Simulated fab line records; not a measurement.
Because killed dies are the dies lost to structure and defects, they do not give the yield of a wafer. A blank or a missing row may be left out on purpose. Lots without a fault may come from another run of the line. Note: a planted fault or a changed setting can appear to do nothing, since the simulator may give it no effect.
A struck lot beside a sound one / flow n5_finfet / 24 steps out of a route of 1938
Sound: the wafers L349.2, L349.4, L349.6. The struck wafers were L338.3, L338.5, L338.6. Last of all comes the cause.
At each step with rows: each side's tool, then ch and its chambers, then its first start. Under that, the readings that differ: sound wafers / struck wafers / difference of the means / sigmas: that difference in standard deviations of wafers without a fault.
alike: readings whose means differ by less than 2 such deviations, and words and numbers that are the same on both sides. not compared: withheld readings, readings that some wafer has no value for, bounds like >300 that may hide the same value, and numbers for which the record gives no deviation and whose values overlap.
Wherever a step has rows on one side only, a row that says differs or no value, or a row with sigmas, the two part there. When numbers do not overlap yet have no deviation, they are printed without sigmas and do not part them. A reading missing from all wafers of one side parts the sides only when that side holds two or more wafers.

first, 8 steps without rows for these wafers: N5_BEOL_M5_PRE_CLEAN_77 (time 15 s); N5_BEOL_M5_CO_CAP_78 (material Co, precursor CCTBA/H2, target thk 2 nm, time 102.1 s); N5_BEOL_M5_PRE_CLEAN_55 (time 15 s); N5_BEOL_M5_DEP_56 (deposits SiCN from 3MS/NH3, target thk 8 nm, time 14 s); N5_BEOL_M6_ILD_DEP_00 (deposits SiCOH lowk from DEMS/porogen, target thk 179.75 nm, time 33.4 s); N5_BEOL_M6_CURE_74 (cures SiCOH lowk, time 240 s); N5_BEOL_M6_PECVD_70 (deposits SiO2 from TEOS/O2, target thk 20 nm, time 22.7 s); N5_BEOL_M6_HM_DEP_02 (deposits TiN, target thk 20 nm).
N5_BEOL_M6_COAT_59: time 60 s, resist thk 100 nm.
  sound on litho_track-04 ch 0, day 16 09:56; struck on litho_track-01 ch 0, day 13 01:50
reading=spin_speed_rpm (rpm); sound=1499.9 1498.2 1499.3; struck=1312.8 1313.6 1314.4; difference=-185.5; sigmas=-99 or more
reading=model.SOC_of_BEOL_M6_COAT_59.thk_nm (nm); sound=100 99.6 100.2; struck=106.8 106.6 106.8; difference=+6.8; sigmas=
then, 9 steps without rows for these wafers: N5_BEOL_M6_COAT_60 (time 60 s, resist thk 35 nm); N5_BEOL_M6_COAT_05 (resist thk 90 nm); N5_BEOL_M6_EBR_07; N5_BEOL_M6_SOFTBAKE_06 (time 60 s); N5_BEOL_M6_EXPOSE_08 (exposes mask M6); N5_BEOL_M6_PEB_09 (peb time 60 s); N5_BEOL_M6_DEVELOP_10 (develop time 30 s); N5_BEOL_M6_DESCUM_16 (chemistry O2, time 7.9 s); N5_BEOL_M6_ETCH_61 (etches SiARC in CF4, target depth 45.5 nm, time 75.8 s).
N5_BEOL_M6_ETCH_62: etches SOC in N2/H2, target depth 110 nm, overetch 22 nm, time 165 s.
  sound on rie_diel-04 ch 0,1,2, day 16 10:41; struck on rie_diel-04 ch 2,3, day 13 02:23
reading=model.etch.depth_nm (nm); sound=99.9 99.6 100.2; struck=106.9 106.6 106.9; difference=+6.9; sigmas=
  alike: drypump_motor_current_A, h2_flow_sccm, oes_product_au, rf_vpp_V, showerhead_plenum_p_Torr, throttle_valve_pct
  not compared: rf_hours_counter_h
then, 2 steps without rows for these wafers: N5_BEOL_M6_STRIP_68 (strips in N2/H2); N5_BEOL_M6_STRIP_67 (strips in CF4).
N5_BEOL_M6_HM_OPEN_17: chemistry Cl2/BCl3, target TiN, target depth 20 nm, overetch 6 nm.
  sound on rie_metal-03 ch 0,1, day 16 10:52; struck on rie_metal-02 ch 0,1, day 13 02:36
reading=model.SOC_of_BEOL_M6_COAT_59.thk_nm (nm); sound=92.2 92 92.2; struck=98.8 98.8 98.8; difference=+6.7; sigmas=
  alike: drypump_motor_current_A, oes_product_au, throttle_valve_pct
  not compared: rf_hours_counter_h
then, 1 step without rows for these wafers: N5_BEOL_M6_STRIP_19 (strips in O2).
-- here the record skips 4 days between the struck wafers' starts before and after, leaving off in module BEOL_M6 and picking up in module PASSIVATION (first step shown: number 1936 of the route) --
N5_PASSIVATION_PROBE_49:
  sound: prober-02 at day 20 09:08; struck: prober-02 at day 16 17:13
reading=defect_limited_yield (%); sound=92.8 94.2 93.1; struck=89.0 89.5 91.6; difference=-3.3; sigmas=-2
reading=killed_dies; sound=85 68 82; struck=130 124 99; difference=+39; sigmas=+2
reading=killed_short; sound=31 19 25; struck=50 40 42; difference=+19; sigmas=+2
reading=sort_bin_5_function (%); sound=3.8 2.7 3.4; struck=5.7 5.4 5.2; difference=+2.1; sigmas=+2
reading=sort_n_pass; sound=1095 1112 1098; struck=1050 1056 1081; difference=-39; sigmas=-2
reading=sort_yield_pct (%); sound=92.8 94.2 93.1; struck=89.0 89.5 91.6; difference=-3.3; sigmas=-2
  alike: killed_at_M0_to_M3, killed_at_M4_up, killed_at_contacts, killed_at_front_end, killed_at_other, killed_open, sort_bin_6_memory

## WHERE THEY PART
Last at N5_PASSIVATION_PROBE_49 as far as this record goes, first at N5_BEOL_M6_COAT_59.

WHY: the cause the simulator had injected
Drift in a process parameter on litho_track-01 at N5_BEOL_M6_COAT_59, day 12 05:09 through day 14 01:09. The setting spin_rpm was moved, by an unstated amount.
